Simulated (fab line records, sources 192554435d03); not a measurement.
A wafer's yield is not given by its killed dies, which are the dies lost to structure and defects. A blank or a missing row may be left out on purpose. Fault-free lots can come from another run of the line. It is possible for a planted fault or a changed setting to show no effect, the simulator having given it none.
Struck lot and sound lot, side by side || flow n5Finfet || 16 steps out of a route of 1938
Sound: wafers L907.2, L907.4, L907.6. Wafers struck: L911.2, L911.6. The cause is named last.
At each step with rows: each side's tool, then ch and its chambers, then its first start. Under that, the readings that differ: sound wafers || struck wafers || difference of the means || sigmas: that difference in standard deviations of wafers without a fault.
alike: words and numbers the same on both sides, and readings whose means are apart by under 2 such deviations; not compared: readings that were withheld, readings missing a value for some wafer, numbers with overlapping values and no deviation given by the record, and bounds like >300 which may hide the same value.
Wherever a step has rows on one side only, a row that says differs or no value, or a row with sigmas, the two part there. When numbers do not overlap yet have no deviation, they are printed without sigmas and do not part them. A reading missing from all wafers of one side parts the sides only when that side holds two or more wafers.

N5_SDB_OVL_MEAS_12:
  sound on overlay-01 ch 0, day 4 19:12; struck on overlay-02 ch 0, day 5 19:04
  alike: SDB_OVL
N5_SDB_INSPECT_13: inspects for defects (brightfield).
  sound on defectInspect-01, day 4 19:14; struck on defectInspect-01, day 5 19:05
  alike: rawDefectCount
N5_SDB_DESCUM_16: chemistry O2, time 7.9 s.
  sound on rieDiel-01 ch 0,1,2, day 4 19:16; struck on rieDiel-06 ch 0,1, day 5 19:08
  alike: biasPowerW, drypumpMotorCurrentA, oesProductAu, rfVppV, showerheadPlenumPTorr, throttleValvePct
  not compared: rfHoursCounterH
N5_SDB_ETCH_17: etches SiARC in CF4, target depth 23.4 nm, time 39 s.
  sound on rieDiel-01 ch 0,1,2, day 4 19:18; struck on rieDiel-06 ch 0,1, day 5 19:10
  alike: drypumpMotorCurrentA, etchRfOnTimeS, mfcArSccm, oesProductAu, rfVppV, showerheadPlenumPTorr, throttleValvePct
  not compared: rfHoursCounterH
N5_SDB_ETCH_18: etches SOC in N2/H2, target depth 100 nm, overetch 20 nm, time 150 s.
  sound on rieDiel-01 ch 0,1,2, day 4 19:20; struck on rieDiel-06 ch 0,1, day 5 19:12
  alike: drypumpMotorCurrentA, oesProductAu, rfVppV, showerheadPlenumPTorr, throttleValvePct
  not compared: rfHoursCounterH
then, 2 steps without rows for these wafers: N5_SDB_STRIP_19 (strips in N2/H2); N5_SDB_STRIP_21 (strips in CF4).
N5_SDB_HM_OPEN_20: chemistry CH3F/O2, target SiNx, stops on poly-Si, target depth 24 nm.
  sound on rieDiel-01 ch 0,1,2, day 4 19:29; struck on rieDiel-06 ch 0,1, day 5 19:22
  alike: drypumpMotorCurrentA, mfcArSccm, oes_ar_750_au, oes_o_777_au, oesProductAu, rfVppV, showerheadPlenumPTorr, throttleValvePct
  not compared: rfHoursCounterH
N5_SDB_STRIP_22: strips in N2/H2.
  sound on plasmaAsher-01 ch 0,1, day 4 19:34; struck on plasmaAsher-02 ch 0, day 5 19:26
  alike: drypumpMotorCurrentA, heaterPowerW, oesProductAu, stripTimeToEndpointS
  not compared: rfHoursCounterH
then, 3 steps without rows for these wafers: N5_SDB_PRECLEAN_23 (cleans in dHF, time 30 s); N5_SDB_DUMMY_REMOVE_24 (chemistry TMAH, target poly-Si, stops on SiO2, target depth 142 nm, time 57 s, rinse time 30 s); N5_SDB_ETCH_25 (etches SiO2 in C4F6/O2, target depth 10 nm, time 3.3 s).
N5_SDB_CUT_ETCH_26: etches Si in HBr/Cl2/O2, target depth 129.6 nm, bt time 20 s, time 51.8 s.
  sound on rieSi-06 ch 0,1,3, day 4 19:55; struck on rieSi-06 ch 1,2, day 5 19:47
{"reading": "model.etch.depthNm (nm)", "sound": "129.1 130.6 129.4", "struck": "85.76 84.67", "difference": -44.48, "sigmas": ""}
{"reading": "model.SDB.featureDepthNm (nm)", "sound": "129.2 130.6 129.4", "struck": "85.8 84.6", "difference": -44.5, "sigmas": ""}
{"reading": "model.SiNx_of_SDB_HM_DEP_00.thkNm (nm)", "sound": "21.6 21.8 22.2", "struck": "26.4 27.6", "difference": "+5.1", "sigmas": ""}
  alike: drypumpMotorCurrentA, oes_o_777_au, oesProductAu, throttleValvePct
  not compared: rfHoursCounterH
N5_SDB_PRECLEAN_38: cleans in dHF, time 10 s.
  sound on wetBench-05 ch 2,4,6, day 4 20:02; struck on wetBench-04 ch 3,6, day 5 19:55
{"reading": "model.SiNx_of_SDB_HM_DEP_00.thkNm (nm)", "sound": "21.6 21.8 22.2", "struck": "26.4 27.6", "difference": "+5.1", "sigmas": ""}
then, 1 step without rows for these wafers: N5_SDB_PRECLEAN_39 (cleans in O3/DIW, time 45 s).
-- the record jumps here: 5 days lie between the struck wafers' starts before and after (it left off in module SDB and takes up again in module BEOL_M4, whose first step shown is number 1111 of the route) --
N5_BEOL_M4_RC_MEAS_101:
  sound on prober-01 ch 0, day 8 19:42; struck on prober-01 ch 0, day 10 11:29
  alike: DIBL_N, DIBL_P, IOFF_N, IOFF_P, ION_N, ION_P, SS_N, SS_P, VT_N, VT_P

== WHERE THEY PART ==
Nowhere in this record.

WHY: the cause the simulator had injected
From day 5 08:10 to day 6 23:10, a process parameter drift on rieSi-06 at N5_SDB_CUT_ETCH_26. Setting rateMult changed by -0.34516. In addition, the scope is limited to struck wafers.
